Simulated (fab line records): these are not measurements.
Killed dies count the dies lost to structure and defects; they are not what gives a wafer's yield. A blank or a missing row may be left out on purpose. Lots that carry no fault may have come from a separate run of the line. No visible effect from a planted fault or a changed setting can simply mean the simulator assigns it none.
Which tool was responsible?	flow n5_finfet	30 wafers from 10 lots sampled at 5 of the route's 1938 steps

WHAT EACH GAUGE READ, for each wafer
N5_BEOL_M4_RC_MEAS_101.
lot	measured	on	DIBL_N (mV/V)	DIBL_P (mV/V)	IOFF_N (nA/um)	IOFF_N_85C (nA/um)	IOFF_N_LIN (nA/um)	IOFF_N_LONG (nA/um)	IOFF_P (nA/um)	ION_N (uA/um)	ION_P (uA/um)	REXT_N (ohm.um)	SS_N (mV/dec)	SS_P (mV/dec)	VT_N (mV)	VT_N_LVT (mV)	VT_P (mV)
L777	day 9 08:14	prober-02	38.2 36.2 39.2	38.6 36.3 38.9	0.20 0.17 0.22	3.9 3.2 4.2	0.092 0.078 0.100	5.86e-05 5.91e-05 5.83e-05	0.24 0.20 0.27	693 688 691	464 462 466	74.4 74.5 74.8	72.0 71.4 72.4	73.6 72.0 73.8	247 250 244	93 95 92	-246.9 -250.2 -246.2
L778	day 9 09:10	prober-02	35.9 36.7 36.4	36.8 37.7 37.2	0.15 0.17 0.16	3.0 3.3 3.2	0.071 0.077 0.077	5.5e-05 5.41e-05 5.5e-05	0.20 0.22 0.20	667 664 687	456 459 463	74.9 76.4 74.5	72.2 72.4 71.9	73.3 73.4 73.5	250 252 248	101 100 102	-249.2 -251.5 -251.7
L780	day 10 15:43	prober-01	38.0 38.9 37.6	38.8 39.3 37.4	0.20 0.21 0.17	3.8 4.0 3.2	0.090 0.096 0.075	5.41e-05 5.48e-05 5.39e-05	0.24 0.25 0.22	697 705 679	470 468 458	75.3 74.6 74.7	72.1 71.5 71.4	74.1 74.0 74.1	246 246 249	95 94 100	-249.7 -250.0 -252.2
L782	day 10 01:01	prober-02	35.5 34.6 39.3	37.0 35.8 42.0	0.17 0.15 0.28	3.4 3.0 5.1	0.083 0.076 0.125	6.15e-05 6.2e-05 6.13e-05	0.27 0.24 0.38	689 687 708	478 480 488	76.6 76.5 76.5	71.1 71.0 72.2	73.5 72.2 73.6	246 249 238	97 99 91	-243.1 -246.4 -240.6
L783	day 10 10:07	prober-02	36.3 34.8 38.2	36.3 34.0 39.1	0.14 0.12 0.18	2.8 2.4 3.5	0.068 0.058 0.086	5.69e-05 5.62e-05 5.62e-05	0.18 0.15 0.22	665 664 693	455 455 465	73.7 74.4 75.6	71.3 71.0 70.9	73.1 72.9 74.1	252 256 249	97 100 94	-255.5 -258.4 -252.0
L785	day 10 20:47	prober-01	39.5 37.6 40.1	38.0 36.5 38.6	0.17 0.16 0.18	3.4 3.1 3.5	0.077 0.073 0.081	5.5e-05 5.46e-05 5.5e-05	0.22 0.22 0.23	673 673 686	458 468 466	74.1 74.5 75.1	72.5 71.8 72.8	74.0 72.9 74.0	249 250 250	99 99 99	-249.8 -250.6 -247.5
L786	day 11 08:43	prober-02	35.6 35.2 36.9	34.6 34.5 36.5	0.15 0.15 0.18	2.8 2.9 3.4	0.070 0.070 0.082	5.48e-05 5.55e-05 5.5e-05	0.21 0.21 0.25	664 675 675	460 466 463	73.4 73.1 74.1	70.8 70.6 71.5	72.6 73.3 73.8	251 250 248	101 101 98	-247.7 -248.2 -245.0
L787	day 11 09:18	prober-01	37.9 34.4 35.5	38.5 33.2 34.8	0.17 0.11 0.13	3.2 2.2 2.5	0.077 0.053 0.061	5.4e-05 5.55e-05 5.64e-05	0.26 0.18 0.20	681 655 670	468 456 465	79.5 78.9 78.8	71.8 70.1 70.9	73.0 71.7 72.9	249 257 253	98 105 102	-246.4 -253.3 -249.0
L788	day 11 23:54	prober-01	49.7 51.5 51.8	35.6 37.7 38.3	0.52 0.68 0.65	8.4 10.5 10.1	0.159 0.198 0.186	6.02e-05 6.04e-05 6e-05	0.21 0.25 0.27	739 756 747	465 471 467	63.3 63.3 63.5	75.9 76.5 76.9	73.7 73.8 73.5	237 234 234	85 80 82	-248.6 -247.8 -247.4
L791	day 12 03:20	prober-01	48.4 47.8 50.2	35.1 34.4 37.3	0.47 0.44 0.61	7.9 7.5 9.7	0.152 0.150 0.189	6.48e-05 6.49e-05 6.61e-05	0.21 0.20 0.24	730 729 752	461 459 462	64.2 65.0 63.8	74.1 74.3 74.6	71.8 72.4 73.0	235 236 233	87 88 83	-251.0 -252.6 -247.0

EACH LOT AND THE TOOL THAT RAN IT (in order: tool; ch and the chambers of the sampled wafers; start)
lot	N5_SD_EPI_N_VAPOR_ETCH_50	N5_BEOL_M4_ANNEAL_80	N5_BEOL_M4_ANNEAL_87	N5_BEOL_M4_SPUTTER_92
L777	epi_rpcvd-03 ch 0, day 3 14:06	pvd_sputter-02, day 9 05:40	pvd_sputter-02, day 9 06:07	pvd_sputter-02, day 9 06:41
L778	epi_rpcvd-03 ch 0, day 3 21:08	pvd_sputter-03, day 9 05:50	pvd_sputter-03, day 9 06:16	pvd_sputter-03, day 9 06:51
L780	epi_rpcvd-01 ch 0, day 4 10:30	pvd_sputter-03, day 10 12:43	pvd_sputter-03, day 10 13:10	pvd_sputter-03, day 10 13:44
L782	epi_rpcvd-03 ch 0, day 4 22:21	pvd_sputter-01, day 9 22:09	pvd_sputter-01, day 9 22:38	pvd_sputter-01, day 9 23:15
L783	epi_rpcvd-02 ch 0, day 5 02:37	pvd_sputter-01, day 10 07:21	pvd_sputter-01, day 10 07:51	pvd_sputter-01, day 10 08:30
L785	epi_rpcvd-01 ch 0, day 5 16:28	pvd_sputter-03, day 10 17:26	pvd_sputter-03, day 10 17:52	pvd_sputter-03, day 10 18:27
L786	epi_rpcvd-01 ch 0, day 5 23:11	pvd_sputter-02, day 11 06:10	pvd_sputter-02, day 11 06:36	pvd_sputter-02, day 11 07:11
L787	epi_rpcvd-01 ch 0, day 6 05:49	pvd_sputter-03, day 11 06:23	pvd_sputter-03, day 11 06:50	pvd_sputter-03, day 11 07:25
L788	epi_rpcvd-01 ch 0, day 6 10:13	pvd_sputter-03, day 11 21:20	pvd_sputter-03, day 11 21:46	pvd_sputter-03, day 11 22:21
L791	epi_rpcvd-01 ch 0, day 7 03:26	pvd_sputter-03, day 12 00:21	pvd_sputter-03, day 12 00:47	pvd_sputter-03, day 12 01:22
- N5_SD_EPI_N_VAPOR_ETCH_50: etches Si in HCl, time 54 s.
- N5_BEOL_M4_ANNEAL_80: time 240 s.
- N5_BEOL_M4_ANNEAL_87: time 240 s.
- N5_BEOL_M4_SPUTTER_92: material Cu, target thk 4.5 nm, time 8.29 s.

WHAT THE TOOLS THEMSELVES READ (means of the sampled wafers that have a number; where no wafer has one, the mark that the record gives instead)
N5_SD_EPI_N_VAPOR_ETCH_50.
lot	tool	lamp_inner_pct (%)	throttle_valve_pct (%)
L777	epi_rpcvd-03	24.4	12.2
L778	epi_rpcvd-03	24.2	12.4
L780	epi_rpcvd-01	20.2	11.4
L782	epi_rpcvd-03	24.5	12.3
L783	epi_rpcvd-02	21.5	12.2
L785	epi_rpcvd-01	20.2	11.2
L786	epi_rpcvd-01	20.3	11.4
L787	epi_rpcvd-01	20.2	11.4
L788	epi_rpcvd-01	20.4	11.3
L791	epi_rpcvd-01	20.2	11.2

N5_BEOL_M4_ANNEAL_80.
lot	tool	heater_power_w (W)
L777	pvd_sputter-02	779
L778	pvd_sputter-03	777
L780	pvd_sputter-03	762
L782	pvd_sputter-01	909
L783	pvd_sputter-01	825
L785	pvd_sputter-03	784
L786	pvd_sputter-02	813
L787	pvd_sputter-03	789
L788	pvd_sputter-03	813
L791	pvd_sputter-03	839

N5_BEOL_M4_ANNEAL_87.
lot	tool	heater_power_w (W)
L777	pvd_sputter-02	787
L778	pvd_sputter-03	784
L780	pvd_sputter-03	738
L782	pvd_sputter-01	885
L783	pvd_sputter-01	818
L785	pvd_sputter-03	787
L786	pvd_sputter-02	803
L787	pvd_sputter-03	783
L788	pvd_sputter-03	804
L791	pvd_sputter-03	832

N5_BEOL_M4_SPUTTER_92.
lot	tool	chuck_gas_flow_sccm (sccm)	chuck_sensor_temp_C (C)	throttle_valve_pct (%)
L777	pvd_sputter-02	1.22	-16.3	31.0
L778	pvd_sputter-03	1.24	-15.9	30.8
L780	pvd_sputter-03	1.29	-16.2	30.5
L782	pvd_sputter-01	1.25	-16.1	30.1
L783	pvd_sputter-01	1.26	-16.4	30.2
L785	pvd_sputter-03	1.20	-16.0	30.9
L786	pvd_sputter-02	1.31	-16.0	30.4
L787	pvd_sputter-03	1.26	-16.1	30.8
L788	pvd_sputter-03	1.28	-16.6	29.3
L791	pvd_sputter-03	1.24	-15.8	30.0

THE ANSWER, worked out from the rows above alone
Rule: the usual values come from the lots themselves. The widest of any qualifying gaps counts: lots, ordered by their means at a reading, are off when they make up no more than a third of the lots, leave a main group of 4 or more, and stand apart from it by 3 or more times the standard deviation of that group's means. If all means in a main group match to the digits the tables above print for the reading, that group is not used. Also off: a lot with no number at a reading for which 4 or more lots have one. Any other lot the step has rows for is counted as sound. Order of review: gauges by route order, followed by the tools' own readings, for which a lot's mean as printed above is used. The first step at which some lot is off is used, and at that step the reading that is off furthest; a lot without a number counts as furthest.
Off: L788, L791, at N5_BEOL_M4_RC_MEAS_101 (IOFF_N). Main group: mean 0.17 nA/um, sd 0.022.
If a tool, at a process step before that reading, ran all the lots that are off and no sound lot after the first of them, it fits. Gauges at N5_BEOL_M4_RC_MEAS_101: tried the same way as those tools. Can't be told from this: 3 tools fit, epi_rpcvd-01 at N5_SD_EPI_N_VAPOR_ETCH_50, pvd_sputter-03 at N5_BEOL_M4_ANNEAL_80 and N5_BEOL_M4_ANNEAL_87 and N5_BEOL_M4_SPUTTER_92, prober-01 at N5_BEOL_M4_RC_MEAS_101.

WHAT THE SIMULATOR HAD PUT IN
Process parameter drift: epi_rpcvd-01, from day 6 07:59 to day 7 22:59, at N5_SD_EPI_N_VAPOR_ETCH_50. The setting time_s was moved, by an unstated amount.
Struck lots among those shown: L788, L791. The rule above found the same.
